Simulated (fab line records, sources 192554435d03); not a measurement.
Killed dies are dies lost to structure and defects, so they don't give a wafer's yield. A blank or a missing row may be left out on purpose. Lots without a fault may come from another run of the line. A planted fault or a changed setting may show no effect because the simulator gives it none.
Which tool did it? | flow n5_finfet | 10 lots, 30 wafers sampled, at 4 steps of a route of 1938

WHAT THE GAUGES READ, wafer by wafer
The record holds no reading of a measuring or inspecting step that can be judged against a usual standard deviation.

WHICH TOOL RAN EACH LOT (tool, then ch and the chambers of the sampled wafers, then the start)
lot  | N5_FIN_SAQP_ETCH_67               | N5_FIN_SAQP_ETCH_34               | N5_STI_FIN_REVEAL_ALD_14         | N5_STI_FIN_REVEAL_OXIDATION_33
L276 | rie_diel-02 ch 1,2,3, day 2 01:43 | rie_diel-04 ch 2,3, day 2 02:38   | ald_sin-03 ch 0,1, day 2 04:55   | plasma_asher-01 ch 0,1, day 2 13:16
L278 | rie_diel-05 ch 0,2,3, day 2 12:01 | rie_diel-05 ch 0,2,3, day 2 13:02 | ald_sin-03 ch 0,1,2, day 2 15:18 | plasma_asher-01 ch 0,1, day 2 23:47
L279 | rie_diel-02 ch 0,1,2, day 2 19:23 | rie_diel-04 ch 0,1, day 2 21:13   | ald_sin-01 ch 1,2,3, day 2 23:27 | plasma_asher-02 ch 0,1, day 3 09:29
L282 | rie_diel-05 ch 0,1,2, day 3 12:56 | rie_diel-04 ch 0,1,3, day 3 13:49 | ald_sin-03 ch 1,2,3, day 3 15:43 | plasma_asher-02 ch 0,1, day 4 00:04
L288 | rie_diel-02 ch 1,3, day 5 04:40   | rie_diel-05 ch 0,2, day 5 05:35   | ald_sin-02 ch 2,3, day 5 07:28   | plasma_asher-01 ch 0,1, day 5 16:23
L290 | rie_diel-04 ch 2,3, day 5 12:54   | rie_diel-02 ch 0,1,3, day 5 13:50 | ald_sin-03 ch 2,3, day 5 15:44   | plasma_asher-02 ch 0,1, day 6 00:35
L291 | rie_diel-02 ch 0,1,3, day 5 18:47 | rie_diel-04 ch 0,1, day 5 20:05   | ald_sin-03 ch 0,1,3, day 5 22:03 | plasma_asher-02 ch 0,1, day 6 06:37
L292 | rie_diel-02 ch 0,3, day 6 06:46   | rie_diel-05 ch 0,1,2, day 6 07:39 | ald_sin-03 ch 0,1,3, day 6 10:08 | plasma_asher-01 ch 0,1, day 6 18:31
L297 | rie_diel-04 ch 0,2, day 7 18:05   | rie_diel-02 ch 1,2, day 7 19:25   | ald_sin-01 ch 0,1,2, day 7 21:19 | plasma_asher-01 ch 0,1, day 8 05:43
L298 | rie_diel-02 ch 1,2,3, day 7 18:14 | rie_diel-02 ch 0,1,3, day 7 19:39 | ald_sin-03 ch 1,3, day 7 21:37   | plasma_asher-01 ch 0,1, day 8 06:37
- N5_FIN_SAQP_ETCH_67: etches SiNx in CH3F/O2, target depth 30 nm.
- N5_FIN_SAQP_ETCH_34: etches SiO2 in C4F6/O2, target depth 45 nm, time 15 s.
- N5_STI_FIN_REVEAL_ALD_14: deposits Si3N4, target thk 3 nm.
- N5_STI_FIN_REVEAL_OXIDATION_33: chemistry O2 PLASMA REMOTE, time 20 s.

WHAT THE TOOLS THEMSELVES READ (means of the sampled wafers that have a number; where no wafer has one, the mark that the record gives instead)
N5_FIN_SAQP_ETCH_67. Usual: CH3F_flow_sccm 30.00 sccm, standard deviation 0.085; bias_w 73.01 W, standard deviation 0.24; drypump_motor_current_A 5.8 A, standard deviation 0.43; oes_product_au 0.77 a.u., standard deviation 0.07; rf_vpp_V 299.0 V, standard deviation 2.6; showerhead_plenum_p_Torr 2.02 Torr, standard deviation 0.037; throttle_valve_pct 16.33 %, standard deviation 0.15.
lot  | tool        | CH3F_flow_sccm (sccm) | bias_w (W) | drypump_motor_current_A (A) | oes_product_au (a.u.) | rf_vpp_V (V) | showerhead_plenum_p_Torr (Torr) | throttle_valve_pct (%) | flag
L276 | rie_diel-02 | 30.08                 | 72.85      | 5.4                         | 0.77                  | 301.8        | 2.03                            | 16.45                  |
L278 | rie_diel-05 | 30.06                 | 72.77      | 5.7                         | 0.78                  | 297.5        | 2.04                            | 16.24                  |
L279 | rie_diel-02 | 29.91                 | 73.11      | 5.6                         | 0.83                  | 300.5        | 2.02                            | 16.37                  |
L282 | rie_diel-05 | 29.98                 | 73.02      | 6.0                         | 0.84                  | 297.7        | 2.00                            | 16.16                  |
L288 | rie_diel-02 | 29.94                 | 73.10      | 5.7                         | 0.74                  | 301.7        | 2.03                            | 16.45                  |
L290 | rie_diel-04 | 30.04                 | 73.27      | 5.6                         | 0.71                  | 293.9        | 2.04                            | 16.45                  |
L291 | rie_diel-02 | 29.92                 | 72.94      | 5.9                         | 0.79                  | 301.4        | 2.03                            | 16.37                  |
L292 | rie_diel-02 | 29.96                 | 73.19      | 5.9                         | 0.77                  | 301.0        | 2.05                            | 16.40                  |
L297 | rie_diel-04 | 29.96                 | 73.21      | 6.1                         | 0.70                  | 297.1        | 1.98                            | 16.29                  |
L298 | rie_diel-02 | 30.01                 | 72.97      | 5.5                         | 0.73                  | 300.8        | 2.02                            | 16.53                  |

N5_FIN_SAQP_ETCH_34. Usual: bias_w 185.0 W, standard deviation 0.6; drypump_motor_current_A 5.7 A, standard deviation 0.44; etch_rf_on_time_s 14.89 s, standard deviation 0.13; oes_product_au 0.66 a.u., standard deviation 0.055; rf_vpp_V 670 V, standard deviation 5.7; showerhead_plenum_p_Torr 2.88 Torr, standard deviation 0.05; throttle_valve_pct 21.05 %, standard deviation 0.16.
lot  | tool        | bias_w (W) | drypump_motor_current_A (A) | etch_rf_on_time_s (s) | oes_product_au (a.u.) | rf_vpp_V (V) | showerhead_plenum_p_Torr (Torr) | throttle_valve_pct (%) | flag
L276 | rie_diel-04 | 184.3      | 5.9                         | 14.99                 | 0.65                  | 665          | 2.89                            | 21.04                  |
L278 | rie_diel-05 | 184.7      | 5.8                         | 14.83                 | 0.67                  | 666          | 2.90                            | 20.94                  |
L279 | rie_diel-04 | 185.4      | 5.8                         | 14.78                 | 0.61                  | 669          | 2.87                            | 20.91                  |
L282 | rie_diel-04 | 185.1      | 5.5                         | 15.09                 | 0.60                  | 666          | 2.91                            | 21.03                  |
L288 | rie_diel-05 | 185.5      | 5.8                         | 14.88                 | 0.64                  | 665          | 2.86                            | 20.95                  |
L290 | rie_diel-02 | 184.7      | 5.9                         | 14.77                 | 0.68                  | 674          | 2.89                            | 21.09                  |
L291 | rie_diel-04 | 184.4      | 5.8                         | 15.02                 | 0.59                  | 668          | 2.86                            | 20.94                  |
L292 | rie_diel-05 | 185.0      | 6.0                         | 14.93                 | 0.68                  | 666          | 2.83                            | 20.91                  |
L297 | rie_diel-02 | 185.0      | 5.2                         | 14.81                 | 0.64                  | 674          | 2.85                            | 21.27                  |
L298 | rie_diel-02 | 184.8      | 5.9                         | 14.94                 | 0.66                  | 674          | 2.88                            | 21.10                  |

N5_STI_FIN_REVEAL_ALD_14. Usual: chamber_pressure_Torr 2.000 Torr, standard deviation 0.0046; heater_power_w 856 W, standard deviation 100.
lot  | tool       | chamber_pressure_Torr (Torr) | heater_power_w (W) | flag
L276 | ald_sin-03 | 2.000                        | 843                |
L278 | ald_sin-03 | 1.996                        | 914                |
L279 | ald_sin-01 | 2.002                        | 799                |
L282 | ald_sin-03 | 1.999                        | 942                |
L288 | ald_sin-02 | 1.996                        | 728                |
L290 | ald_sin-03 | 2.003                        | 936                |
L291 | ald_sin-03 | 2.002                        | 846                |
L292 | ald_sin-03 | 1.999                        | 856                |
L297 | ald_sin-01 | 1.998                        | 833                |
L298 | ald_sin-03 | 2.001                        | 897                |

N5_STI_FIN_REVEAL_OXIDATION_33. Usual: drypump_motor_current_A 5.24 A, standard deviation 0.21; heater_power_w 148 W, standard deviation 9; temp_c 149.98 C, standard deviation 0.15; temp_c_max 150.7, standard deviation 0.37.
lot  | tool            | drypump_motor_current_A (A) | heater_power_w (W) | temp_c (C) | temp_c_max | flag
L276 | plasma_asher-01 | 5.06                        | 141                | 149.88     | 150.3      |
L278 | plasma_asher-01 | 5.21                        | 142                | 149.97     | 150.5      |
L279 | plasma_asher-02 | 5.39                        | 153                | 150.07     | 151.1      |
L282 | plasma_asher-02 | 5.35                        | 154                | 149.95     | 150.9      |
L288 | plasma_asher-01 | 5.05                        | 141                | 149.77     | 150.3      |
L290 | plasma_asher-02 | 5.35                        | 148                | 146.34     | 147.3      | OFF
L291 | plasma_asher-02 | 5.36                        | 145                | 146.62     | 147.7      | OFF
L292 | plasma_asher-01 | 5.22                        | 146                | 149.85     | 150.2      |
L297 | plasma_asher-01 | 5.22                        | 144                | 150.09     | 150.6      |
L298 | plasma_asher-01 | 5.03                        | 138                | 149.88     | 150.3      |

THE ANSWER, worked out from the rows above alone
Rule: a lot is off if the mean of its wafers that have a number lies more than 3 standard deviations from the usual mean. A lot without any number at a reading at which 4 lots or more have one is off too. The other lots that the step has rows for count as sound. The gauges are gone through in route order, then the tools' own readings, and for those a lot's mean is taken as printed above. The first step at which some lot is off is used, and at that step the reading that is off furthest; a lot without a number counts as furthest.
Off: L290, L291, at N5_STI_FIN_REVEAL_OXIDATION_33 (temp_c).
A tool fits if, at that step or a process step before it, it ran every lot that is off, and no sound lot after the first of them. One fits: plasma_asher-02 at N5_STI_FIN_REVEAL_OXIDATION_33. Its last sound lot is L282 (day 4 00:04), its first lot that is off L290 (day 6 00:35): a fault that began between those two fits.
The tool's own readings at N5_STI_FIN_REVEAL_OXIDATION_33 bear it out: on the lots that are off they differ by more than 5 times the standard deviation of the sound lots' means. temp_c reads 146.48 C there against 149.93 C on the sound lots; temp_c_max reads 147.5 there against 150.5 on the sound lots.

WHAT THE SIMULATOR HAD PUT IN
Process parameter drift: plasma_asher-02, from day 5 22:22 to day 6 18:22, at N5_STI_FIN_REVEAL_OXIDATION_33. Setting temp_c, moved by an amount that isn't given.
Lots struck among those shown: L290, L291. The rule above found the same.
